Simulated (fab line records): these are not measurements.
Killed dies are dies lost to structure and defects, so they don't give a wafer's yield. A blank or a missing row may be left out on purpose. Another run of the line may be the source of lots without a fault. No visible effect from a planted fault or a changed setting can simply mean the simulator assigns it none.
fab line records	flow nand_harc
[record] lots = 14	wafers = 38	last_day = 33
route steps=1302 shown A_BLC@1119 A_M0@1145
lots that met no fault: taken from a fault-free run of the same line
start_h: start of the lot's first displayed wafer, in hours after the record's first day	wait_h: hours elapsed since this lot's preceding step	" repeats the value in the row above	L1.1+2: one row covering several wafers at once	- no value, or no start given	* or withheld: withheld	< > ~ a bound
route shown NAME@n: NAME is a module with steps in the file, n the number in the route of the first one	usual: mean/standard deviation of fault-free wafers	same: alike in all rows	chamber/n: place in a boat	sites: the reading at each site	_std_site: their standard deviation	_edge_site: mean of outer sites minus mean of inner sites	radius_mm: for every site, how far away it sits from the centre of the wafer	mask NAME#n: copy n	behind: the last tool/chamber to shape the wafer	hold: the reason the lot was held/the length of the hold in hours/how it ended	device: the transistor (n, p or np) that didn't switch	end of line: tests run on the same wafers once the route is complete	where a step has no rows: the recipe by itself	killed: the dies lost at the first sort to structure and to defects; this is not the yield of the wafer	map: a wafer's dies, x killed, . not, _ none there
set.NAME: setting as actually run; set.NAME@STEP: the setting as run at that earlier step	model.NAME: the simulator's own value behind a step, which no gauge read
the route's steps for a sample of lots (tables are steps, rows are wafers)
services: when a tool's chamber went out of use (start_h, in hours from the record's first day, below 0 if earlier), for how many hours, and the reason
[[steps]]
[step NHARC_A_BLC_INSPECT_12]
[usual] raw_defect_count = 83/29
lot.wafer	tool	chamber	start_h	wait_h	raw_defect_count
L608.1	defect_inspect-02	-	498.36	0.0	116
L608.2	"	-	"	"	137
L608.3	"	-	"	"	120
L609.1	defect_inspect-01	-	509.51	0.0	15
L609.3	"	-	"	"	25
L609.5	"	-	"	"	23
L607.3	defect_inspect-01	-	512.34	0.0	104
L607.4	"	-	"	"	106
L607.5	"	-	"	"	98
L618.2	defect_inspect-02	-	598.40	0.0	111
L620.2	defect_inspect-01	-	612.26	0.0	59
L621.3	defect_inspect-01	-	630.07	0.0	83
L621.4	"	-	"	"	74
L621.5	"	-	"	"	81
L622.1	defect_inspect-01	-	639.75	0.0	87
L622.4	"	-	"	"	87
L622.5	"	-	"	"	90
L623.1	defect_inspect-01	-	647.71	0.0	127
L623.2	"	-	"	"	113
L623.5	"	-	"	"	111
L624.1	defect_inspect-02	-	650.92	0.0	57
L624.5	"	-	"	"	57
L624.6	"	-	"	"	67
L625.1	defect_inspect-01	-	667.89	0.0	73
L625.2	"	-	"	"	81
L625.5	"	-	"	"	76
L628.2	defect_inspect-02	-	696.88	0.0	78
L628.3	"	-	"	"	82
L628.6	"	-	"	"	87
L627.1	defect_inspect-01	-	698.08	0.0	86
L627.2	"	-	"	"	80
L627.6	"	-	"	"	77
L630.1	defect_inspect-02	-	722.86	0.0	140
L630.3	"	-	"	"	138
L630.6	"	-	"	"	136
L629.1	defect_inspect-01	-	727.73	0.0	55
L629.3	"	-	"	"	57
L629.4	"	-	"	"	47
[step NHARC_A_BLC_STRIP_21]
[recipe] o2_flow_sccm = 500	ar_flow_sccm = 0	bias_w = 0	chemistry = O2
[usual] drypump_motor_current_A = 5.6/0.34	o2_flow_sccm = 500.0/1.5	oes_product_au = 1.000/0.0078	rf_vpp_V = 57.7/0.88	showerhead_plenum_p_Torr = 3.49/0.13	throttle_valve_pct = 17.038/0.0092
[same] bias_w = 0
lot.wafer	tool	chamber	start_h	wait_h	drypump_motor_current_A	o2_flow_sccm	oes_product_au	rf_hours_counter_h	rf_vpp_V	showerhead_plenum_p_Torr	throttle_valve_pct
L608.1	rie_diel-09	1	499.68	0.1	5.1	501.1	1.010	0	56.9	3.46	17.054
L608.3	"	3	"	"	5.7	500.9	0.990	1	57.0	3.63	17.029
L608.2	"	0	"	"	5.4	498.3	1.002	1	57.4	3.61	17.023
L609.3	rie_diel-09	3	510.74	0.1	5.7	497.6	0.996	1	56.1	3.63	17.027
L609.1	"	1	"	"	5.1	498.4	1.001	1	59.9	3.46	17.039
L609.5	"	3	"	"	5.7	497.6	0.986	-	57.8	3.63	17.042
L607.4	rie_diel-09	0	513.63	0.1	5.4	502.1	0.995	1	57.4	3.61	17.039
L607.3	"	1	"	"	5.2	499.1	1.000	1	57.1	3.46	17.043
L607.5	"	2	"	"	5.2	501.4	0.988	-	58.0	3.46	17.023
L618.2	rie_diel-13	2	599.61	0.1	5.9	500.2	1.005	10	58.4	3.53	17.049
L620.2	rie_diel-13	1	613.48	0.1	5.3	498.3	1.001	8	59.0	3.64	17.025
L621.3	rie_diel-04	1	631.28	0.1	6.0	501.5	0.999	38	58.3	3.46	17.044
L621.4	"	0	"	"	5.9	499.9	0.987	33	58.3	3.75	17.055
L621.5	"	1	"	"	6.0	503.5	0.997	-	56.7	3.46	17.037
L622.1	rie_diel-09	3	640.97	0.1	5.6	498.2	1.000	9	57.2	3.62	17.039
L622.4	"	0	"	"	5.4	499.7	0.995	10	56.8	3.61	17.033
L622.5	"	2	"	"	5.3	499.8	0.993	-	57.4	3.45	17.046
L623.2	rie_diel-13	1	648.92	0.1	5.3	498.7	1.005	11	58.3	3.64	17.047
L623.1	"	0	"	"	6.0	501.2	0.998	14	56.8	3.35	17.034
L623.5	"	2	"	"	5.9	502.7	1.010	-	58.2	3.53	17.044
L624.1	rie_diel-13	2	652.54	0.1	5.9	499.4	1.004	14	56.2	3.53	17.026
L624.5	"	0	"	"	6.0	498.7	0.998	-	57.2	3.35	17.038
L624.6	"	2	"	"	5.9	500.0	0.999	-	56.5	3.53	17.037
L625.2	rie_diel-09	0	669.12	0.1	5.4	500.4	0.995	1	58.1	3.61	17.034
L625.1	"	1	"	"	5.2	498.1	0.982	1	58.1	3.46	17.045
L625.5	"	3	"	"	5.7	500.8	1.005	-	58.4	3.62	17.040
L628.3	rie_diel-13	0	698.09	0.1	6.0	499.1	1.007	1	56.5	3.35	17.035
L628.2	"	1	"	"	5.3	500.4	0.995	1	59.4	3.64	17.035
L628.6	"	3	"	"	5.2	499.1	1.006	-	57.0	3.30	17.034
L627.2	rie_diel-09	3	699.29	0.1	5.7	501.7	0.997	1	58.0	3.62	17.031
L627.1	"	0	"	"	5.4	498.6	0.994	2	59.5	3.60	17.034
L627.6	"	3	"	"	5.7	499.9	0.998	-	57.0	3.62	17.023
L630.1	rie_diel-13	0	724.09	0.1	6.0	499.4	1.009	2	56.4	3.35	17.039
L630.3	"	2	"	"	5.9	499.6	1.009	3	57.8	3.53	17.040
L630.6	"	0	"	"	6.0	497.6	1.009	-	56.9	3.35	17.029
L629.3	rie_diel-04	1	728.95	0.1	6.0	499.1	1.008	13	56.8	3.45	17.039
L629.4	"	2	"	"	5.6	500.3	1.015	7	58.1	3.29	17.055
L629.1	"	3	"	"	6.1	498.7	1.003	13	57.3	3.80	17.042
[step NHARC_A_M0_PEB_07]
[recipe] peb_temp_c = 100	peb_time_s = 65
[usual] heater_power_total_W = 156.6/0.42
lot.wafer	tool	chamber	start_h	wait_h	heater_power_total_W
L608.1	litho_track-04	0	502.38	0.1	156.0
L608.2	"	0	"	"	157.0
L608.3	"	0	"	"	156.4
L609.1	litho_track-06	0	513.29	0.1	157.1
L609.3	"	0	"	"	156.6
L609.5	"	0	"	"	156.7
L607.3	litho_track-04	0	516.12	0.0	156.0
L607.4	"	0	"	"	155.9
L607.5	"	0	"	"	157.1
L618.2	litho_track-06	0	602.23	0.1	197.9
L620.2	litho_track-06	0	616.52	0.1	198.1
L621.3	litho_track-04	0	633.79	0.0	157.2
L621.4	"	0	"	"	157.2
L621.5	"	0	"	"	155.9
L622.1	litho_track-01	0	643.59	0.1	156.5
L622.4	"	0	"	"	157.0
L622.5	"	0	"	"	156.4
L623.1	litho_track-01	0	651.54	0.1	156.8
L623.2	"	0	"	"	156.4
L623.5	"	0	"	"	157.0
L624.1	litho_track-01	0	655.59	0.1	156.7
L624.5	"	0	"	"	156.0
L624.6	"	0	"	"	156.1
L625.1	litho_track-04	0	671.71	0.1	157.1
L625.2	"	0	"	"	156.2
L625.5	"	0	"	"	155.9
L628.2	litho_track-01	0	700.58	0.1	156.1
L628.3	"	0	"	"	156.0
L628.6	"	0	"	"	157.1
L627.1	litho_track-06	0	701.91	0.1	157.1
L627.2	"	0	"	"	157.2
L627.6	"	0	"	"	157.1
L630.1	litho_track-01	0	726.69	0.1	156.0
L630.3	"	0	"	"	156.6
L630.6	"	0	"	"	156.5
L629.1	litho_track-01	0	731.63	0.1	156.7
L629.3	"	0	"	"	156.9
L629.4	"	0	"	"	155.9
[step NHARC_A_M0_ETCH_15]
[recipe] target_depth_a = 1500	overetch_a = 150	time_s = 82.5	c4f8_flow_sccm = withheld	ar_flow_sccm = 400	rf_w = 600	bias_w = 300	chemistry = C4F8/Ar
[usual] bias_w = 300.0/0.81	oes_product_au = 0.953/0.021	rf_vpp_V = 441.7/2.4
lot.wafer	tool	chamber	start_h	wait_h	bias_w	oes_product_au	rf_hours_counter_h	rf_vpp_V
L608.1	rie_diel-06	1	-	-	299.7	0.959	1.5	443.4
L608.2	"	2	"	"	299.7	0.955	1.4	444.9
L608.3	"	3	"	"	299.4	0.976	1.1	442.6
L609.1	rie_diel-08	3	-	-	300.6	0.960	6.6	439.1
L609.3	"	0	"	"	299.5	0.970	7.5	442.3
L609.5	"	3	"	"	299.7	0.963	-	438.0
L607.3	rie_diel-12	2	-	-	299.8	0.929	5.4	442.7
L607.4	"	3	"	"	299.2	0.921	5.0	442.5
L607.5	"	1	"	"	300.4	0.944	-	439.3
L618.2	rie_diel-08	2	-	-	301.4	0.975	3.3	444.1
L620.2	rie_diel-12	1	-	-	298.9	0.977	0.9	440.3
L621.4	rie_diel-06	1	-	-	300.0	0.927	8.3	442.9
L621.3	"	3	"	"	299.4	0.917	8.2	441.7
L621.5	"	1	"	"	300.0	0.939	-	443.6
L622.4	rie_diel-12	2	-	-	299.2	0.988	1.3	443.1
L622.1	"	0	"	"	299.8	0.959	1.6	439.2
L622.5	"	2	"	"	300.1	0.975	-	442.7
L623.2	rie_diel-12	0	-	-	300.0	0.981	1.7	439.5
L623.1	"	3	"	"	299.3	0.961	2.7	441.1
L623.5	"	0	"	"	299.7	0.978	-	439.5
L624.1	rie_diel-08	2	-	-	301.3	0.920	4.7	443.5
L624.5	"	2	"	"	300.2	0.919	-	442.7
L624.6	"	3	"	"	300.5	0.922	-	439.1
L625.2	rie_diel-06	2	-	-	300.0	0.924	1.7	445.8
L625.1	"	3	"	"	301.3	0.936	2.1	441.8
L625.5	"	3	"	"	300.9	0.938	-	443.3
L628.2	rie_diel-06	0	-	-	299.3	0.975	2.2	440.7
L628.3	"	2	"	"	299.9	0.960	2.1	446.2
L628.6	"	2	"	"	300.3	0.960	-	444.6
L627.1	rie_diel-06	3	-	-	300.6	0.958	2.7	441.9
L627.2	"	0	"	"	300.9	0.968	2.3	439.4
L627.6	"	0	"	"	299.9	0.965	-	439.5
L630.1	rie_diel-08	2	-	-	301.2	0.961	0.6	442.3
L630.3	"	0	"	"	300.4	0.972	0.5	440.4
L630.6	"	3	"	"	299.0	0.972	-	438.4
L629.1	rie_diel-06	0	-	-	299.0	0.926	3.7	440.6
L629.4	"	2	"	"	300.6	0.917	4.3	444.6
L629.3	"	3	"	"	299.5	0.927	4.2	442.4
[[services]]
tool	chamber	start_h	hours	kind
litho_track-01	-	481.00	7.0	pm
rie_diel-09	1	490.66	7.6	repair
rie_diel-13	-	495.03	9.0	pm
rie_diel-09	-	497.77	1.2	repair
rie_diel-06	-	508.91	0.5	repair
litho_track-04	-	529.00	7.0	pm
rie_diel-06	1	535.57	6.8	repair
rie_diel-09	-	536.62	0.5	repair
rie_diel-13	1	567.27	13.8	repair
rie_diel-06	0	585.90	14.8	repair
rie_diel-06	2	585.93	2.6	repair
rie_diel-06	3	588.93	5.8	repair
rie_diel-13	0	600.41	8.4	repair
rie_diel-13	2	622.40	2.1	repair
rie_diel-13	3	627.44	1.7	repair
rie_diel-06	-	637.23	9.0	pm
rie_diel-13	1	649.00	7.9	repair
rie_diel-09	-	650.15	9.0	pm
litho_track-01	-	656.00	7.0	pm
rie_diel-09	3	671.76	6.7	repair
rie_diel-13	-	672.03	9.0	pm
rie_diel-06	2	685.64	4.8	repair
rie_diel-06	1	696.47	6.1	repair
litho_track-04	-	704.00	7.0	pm
[[key]]
[first_sign] step = NHARC_A_M0_PEB_07	reading = heater_power_total_W	direction = up	sigmas = 98	usual = *	struck = *
effect none on later readings
met_at NHARC_A_M0_PEB_07
struck_lots L618,L620
struck_wafers L618.2,L620.2
later_rows_left_out L618.2,L620.2
sort_left_out L618.2,L620.2
not_acting_at NHARC_A_BLC_INSPECT_12,NHARC_A_BLC_STRIP_21,NHARC_A_M0_ETCH_15
onset_between 513.29 602.23
[fault] kind = process_parameter_drift	tool = litho_track-06	chamber = -	onset_h = 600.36	steps = NHARC_A_M0_PEB_07	channel = peb_time_s	offset = *	shape = step	end_h = 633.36	scope = struck_wafers_only	acts_in = *	stated = *
// sort_left_out: the simulated sort isn't trusted on such a fault, so these wafers' sort isn't shown, and their yield isn't known
// later_rows_left_out: the simulator's readings of these wafers behind a module that went badly wrong aren't trusted and aren't shown, but for the sort
